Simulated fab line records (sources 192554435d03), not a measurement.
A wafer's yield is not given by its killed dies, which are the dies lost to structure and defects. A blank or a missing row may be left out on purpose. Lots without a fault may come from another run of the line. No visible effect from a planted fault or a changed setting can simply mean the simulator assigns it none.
Comparing a struck lot with a sound one ; flow n5-finfet ; 39 steps out of a route of 1938
Sound: the wafers L748.1, L748.2, L748.5. Struck: wafers L737.3, L737.6 (left out: L737.2, a lot-mate that was not struck); the cause follows at the end.
At each step with rows: each side's tool, then ch and its chambers, then its first start. Under that, the readings that differ: sound wafers ; struck wafers ; difference of the means ; sigmas: that difference in standard deviations of wafers without a fault.
alike: readings with means less than 2 such deviations apart, plus words and numbers identical on both sides. not compared: withheld readings, readings lacking a value on some wafer, bounds such as >300 that could conceal the same value, and numbers that have no deviation in the record and whose values overlap.
A row with sigmas, a row that says differs or no value, or rows on one side alone: a step with any of these is where the two part. Numbers that have no deviation but don't overlap get no sigmas and don't part them. A reading that every wafer of one side lacks parts them only if that side has two wafers or more.

first, 9 steps without rows for these wafers: N5_HKMG_FIN_DESCUM_17 (chemistry O2, time 7.9 s); N5_HKMG_FIN_ETCH_31 (etches SiARC in CF4, target depth 45.5 nm, time 75.8 s); N5_HKMG_FIN_ETCH_32 (etches SOC in N2/H2, target depth 240 nm, time 300 s); N5_HKMG_FIN_STRIP_33 (strips in N2/H2); N5_HKMG_FIN_STRIP_34 (strips in CF4); N5_HKMG_FIN_ETCH_35 (etches SOC in N2/H2, target depth 215.8 nm, time 243.4 s); N5_HKMG_FIN_STRIP_92 (strips SOC in N2/H2, time 20 s); N5_HKMG_FIN_WET_ETCH_18 (etches TiN in SC1, time 55 s, target depth 5.2 nm, rinse time 30 s); N5_HKMG_FIN_STRIP_19 (strips in N2/H2, time 360 s).
N5_HKMG_FIN_ALD_91: deposits TiN, target thk 1 nm, pulse time 1 s, purge time 3 s.
  sound on ald-metal-02 ch 1,2,3, day 9 00:26; struck on ald-metal-02 ch 0,1, day 6 01:26
reading;sound;struck;difference;sigmas
ald-cycles;47 47 47;35 35;-12;
  alike: chamber-pressure-Torr, heater-power-w, precursor-pulse-height-rel
then, 27 steps without rows for these wafers: N5_HKMG_FIN_COAT_85 (time 60 s, resist thk 300 nm); N5_HKMG_FIN_ETCH_86 (etches SOC in N2/H2, stops on TiN, target depth 393.2 nm); N5_HKMG_FIN_STRIP_89 (strips SOC in N2/H2, time 20 s); N5_HKMG_FIN_WET_ETCH_87 (etches TiN in SC1, time 154.2 s, target depth 4.7 nm, rinse time 30 s); N5_HKMG_FIN_STRIP_88 (strips in N2/H2, time 360 s); N5_HKMG_FIN_NWFM_ALD_20 (deposits TiAlC, target thk 2 nm, pulse time 3 s, purge time 2 s); N5_HKMG_FIN_ALD_71 (deposits TiN, target thk 1 nm, pulse time 1 s, purge time 3 s); N5_HKMG_FIN_COAT_66 (time 60 s, resist thk 300 nm); N5_HKMG_FIN_ETCH_67 (etches SOC in N2/H2, stops on TiN, target depth 388.9 nm); N5_HKMG_FIN_STRIP_90 (strips SOC in N2/H2, time 20 s); N5_HKMG_FIN_WET_ETCH_73 (etches the open film in SC1, time 42.3 s, target depth 1.3 nm, rinse time 30 s); N5_HKMG_FIN_ETCHBACK_68 (etches the open film in Cl2/Ar, stops on HfO2, target depth 0.5 nm); N5_HKMG_FIN_STRIP_69 (strips in N2/H2, time 360 s); N5_HKMG_FIN_ALD_21 (deposits TiN, target thk 1.5 nm, pulse time 1 s, purge time 3 s); N5_HKMG_FIN_ALD_72 (deposits W, target thk 2 nm, pulse time 1 s, purge time 2 s); N5_HKMG_FIN_W_FILL_22 (material W, target thk 60 nm, time 18.2 s); N5_HKMG_FIN_PRECLEAN_83 (cleans in DIW, time 57.5 s); N5_HKMG_FIN_SRD_84 (dry time 32 s); N5_HKMG_FIN_CMP_23 (polishes, stops on SiNx, t overpolish 10 s, target thk 46.326 nm); N5_HKMG_FIN_CMP_94 (polishes, stops on SiNx, t overpolish 4.7 s, target thk 43.299 nm); N5_GATE_CUT_ETCHBACK_00 (etches W in SF6/Cl2); N5_GATE_CUT_ETCH_56 (etches TiN in Cl2/Ar, target depth 21.6 nm); N5_GATE_CUT_ETCHBACK_30 (etches TiN in Cl2/Ar, target depth 3 nm); N5_GATE_CUT_VAPOR_ETCH_60 (etches HfO2 in BCl3/Cl2); N5_GATE_CUT_ETCH_58 (etches SiNx in CH3F/O2, target depth 17 nm, time 128.6 s); N5_GATE_CUT_STRIP_59 (strips in N2/H2, time 20 s); N5_GATE_CUT_PRECLEAN_31 (cleans in DIW, time 300 s).
-- a jump in the record: the struck wafers' starts before and after are 5 days apart (it breaks off in module GATE_CUT and resumes in module BEOL_M4, where the first step shown is number 1111 of the route) --
N5_BEOL_M4_RC_MEAS_101:
  sound on prober-01 ch 0, day 13 19:10; struck on prober-01 ch 0, day 10 19:16
reading;sound;struck;difference;sigmas
IOFF_N (nA/um);0.146 0.142 0.111;0.334 0.432;+0.250;+10
IOFF_N_85C (nA/um);3.0 2.9 2.3;5.8 7.2;+3.8;+9
IOFF_N_LIN (nA/um);0.069 0.069 0.055;0.166 0.208;+0.123;+13
IOFF_N_LONG (nA/um);5.25e-05 5.36e-05 5.28e-05;0.0001343 0.0001382;+0.0000833;+40
IOFF_P (nA/um);0.24 0.22 0.19;0.10 0.12;-0.11;-3
IOFF_P_LONG (nA/um);0.000114 0.000113 0.000112;7.9e-05 8.1e-05;-3.3e-05;-4
ION_N (uA/um);666 670 663;720 737;+62;+6
ION_P (uA/um);465 472 466;438 441;-28;-4
VT_N (mV);250.9 253.0 256.7;223.1 217.2;-33.4;-12
VT_N_LONG (mV);276.8 275.1 277.5;244.2 245.0;-31.9;-20
VT_N_LVT (mV);102.6 101.2 104.4;72.5 68.4;-32.3;-12
VT_P (mV);-246 -246 -250;-263 -264;-16;-5
VT_P_LONG (mV);-273.4 -271.9 -268.2;-284.5 -286.2;-14.2;-5
VT_P_LVT (mV);-96.4 -96.8 -98.4;-114.4 -113.9;-17.0;-6
  alike: DIBL_N, DIBL_P, SS_N, SS_P
-- the record jumps here: 5 days lie between the struck wafers' starts before and after (it left off in module BEOL_M4 and takes up again in module PASSIVATION, whose first step shown is number 1936 of the route) --
N5_PASSIVATION_PROBE_49:
  sound: prober-02 at day 18 16:31; struck: prober-02 at day 15 12:04
reading;sound;struck;difference;sigmas
killed-at-front-end;41 27 50;108 36;+33;+3
sort_bin_4_leakage (%);0 0 0;2.88 28.64;+15.76;
sort-n-pass;1073 1093 1056;960 746;-221;-13
sort-yield-pct (%);90.9 92.6 89.5;81.4 63.2;-18.7;-12
  alike: defect-limited-yield, killed_at_M0_to_M3, killed_at_M4_up, killed-at-contacts, killed-at-other, killed-dies, killed-open, killed-short, sort_bin_5_function, sort_bin_6_memory
  not compared: sort_bin_8_speed

## WHERE THEY PART
At N5_BEOL_M4_RC_MEAS_101 first; at N5_PASSIVATION_PROBE_49 last (within this record only).

WHY: whatever the simulator had introduced
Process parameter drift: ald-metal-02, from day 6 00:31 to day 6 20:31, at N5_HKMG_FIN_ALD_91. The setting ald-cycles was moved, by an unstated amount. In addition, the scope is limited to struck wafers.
